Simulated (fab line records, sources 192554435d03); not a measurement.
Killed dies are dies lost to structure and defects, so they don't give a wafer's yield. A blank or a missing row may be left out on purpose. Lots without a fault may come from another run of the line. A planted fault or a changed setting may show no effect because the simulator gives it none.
Split-lot experiment | flow n5_finfet | 7 lots, 21 wafers read, on a route of 1938 steps

THE SPLIT
At N5_SDB_COAT_05 (resist thk 90 nm), the setting spin_rpm was moved away from the recipe's 1500 rpm on 9 of the 21 wafers read, by -8.7% to +8.7%. The other wafers ran this setting at the recipe's value.

The reading is taken at the split's own step.

THE READING
CAR-ArF_of_SDB_COAT_05.thk_nm (the simulator's own value, which no gauge read), in nm, at N5_SDB_COAT_05 (resist thk 90 nm). The file gives no usual value for it. The 12 wafers here that ran the recipe average 90.1 nm, standard deviation 0.26 nm.

wafer  | tool, chamber at the split | spin_rpm as run, rpm | against the recipe | CAR-ArF_of_SDB_COAT_05.thk_nm, nm | against lot-mates on the recipe
L075.2 | litho_track-04, 0          | 1370                 | -8.7%              | 93.8                              | no lot-mate on the recipe
L075.5 | litho_track-04, 0          | 1370                 | -8.7%              | 94                                | no lot-mate on the recipe
L075.6 | litho_track-04, 0          | 1370                 | -8.7%              | 94.4                              | no lot-mate on the recipe
L076.2 | litho_track-04, 0          | 1500                 | recipe             | 89.8                              | -
L076.5 | litho_track-04, 0          | 1500                 | recipe             | 89.8                              | -
L076.6 | litho_track-04, 0          | 1500                 | recipe             | 89.8                              | -
L078.1 | litho_track-04, 0          | 1554                 | +3.6%              | 88                                | -1.8
L078.6 | litho_track-04, 0          | 1554                 | +3.6%              | 88                                | -1.8
L078.3 | litho_track-04, 0          | 1500                 | recipe             | 89.8                              | -
L081.1 | litho_track-05, 0          | 1500                 | recipe             | 90.4                              | -
L081.4 | litho_track-05, 0          | 1500                 | recipe             | 90.4                              | -
L081.6 | litho_track-05, 0          | 1500                 | recipe             | 90.2                              | -
L085.1 | litho_track-05, 0          | 1500                 | recipe             | 89.8                              | -
L085.3 | litho_track-05, 0          | 1613                 | +7.5%              | 86.8                              | -3.0
L085.6 | litho_track-05, 0          | 1613                 | +7.5%              | 86.4                              | -3.4
L096.1 | litho_track-04, 0          | 1500                 | recipe             | 90.2                              | -
L096.4 | litho_track-04, 0          | 1500                 | recipe             | 90.2                              | -
L096.3 | litho_track-04, 0          | 1500                 | recipe             | 90.4                              | -
L097.2 | litho_track-03, 0          | 1630                 | +8.7%              | 86.6                              | -3.8
L097.3 | litho_track-03, 0          | 1500                 | recipe             | 90.4                              | -
L097.6 | litho_track-03, 0          | 1630                 | +8.7%              | 86.8                              | -3.6

THE FIT
A straight line over all 21 wafers: CAR-ArF_of_SDB_COAT_05.thk_nm changes by -0.446 nm for each +1% of spin_rpm; r = -0.99; the points scatter about the line by 0.33 nm.
The same after taking each lot's own level away (the mean of its wafers on the recipe; 18 wafers): -0.43 nm for each +1%; r = -1.00; scatter 0.13 nm.
On that fit, the largest move of spin_rpm shifts the reading by 3.7 nm.
The lots' own levels span 89.80 to 90.40 nm, that is 2.3 times the standard deviation above.
So the lot-to-lot level changes the slope little: the two slopes agree.
Check: with one of the wafers moved furthest among these (+8.7%) left out of the fit, the line predicts -3.73 nm for it against its lot-mates. It came out at -3.8 nm against them.

OTHER SPLITS ON THESE WAFERS
These wafers also went through other splits before the reading. Each is held against what the fit with the lots' levels taken away leaves over:
other split on the same wafers           | wafers away from the commonest value | r with CAR-ArF_of_SDB_COAT_05.thk_nm (lot level and that fit taken away)
N5_WELL_APT_COAT_02 spin_rpm             | 4                                    | -0.10
N5_WELL_APT_PEB_06 peb_temp_c            | 8                                    | -0.24
N5_PMOS_HMC_CHANNEL_EPI_HM_DEP_34 time_s | 3                                    | +0.13
N5_PMOS_HMC_CHANNEL_EPI_COAT_31 spin_rpm | 7                                    | -0.11
N5_FIN_SAQP_PEB_14 peb_time_s            | 6                                    | +0.01
N5_FIN_CUT_COAT_19 spin_rpm              | 10                                   | -0.09
N5_FIN_CUT_EXPOSE_05 dose_mj             | 5                                    | +0.15
N5_DUMMY_GATE_COAT_28 spin_rpm           | 12                                   | +0.13
N5_SD_EPI_N_ETCH_16 target_depth_a       | 8                                    | +0.18

THE FILE'S OWN FIT
CAR-ArF_of_SDB_COAT_05.thk_nm changes by -0.433 nm for each +1% of spin_rpm, r = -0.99.
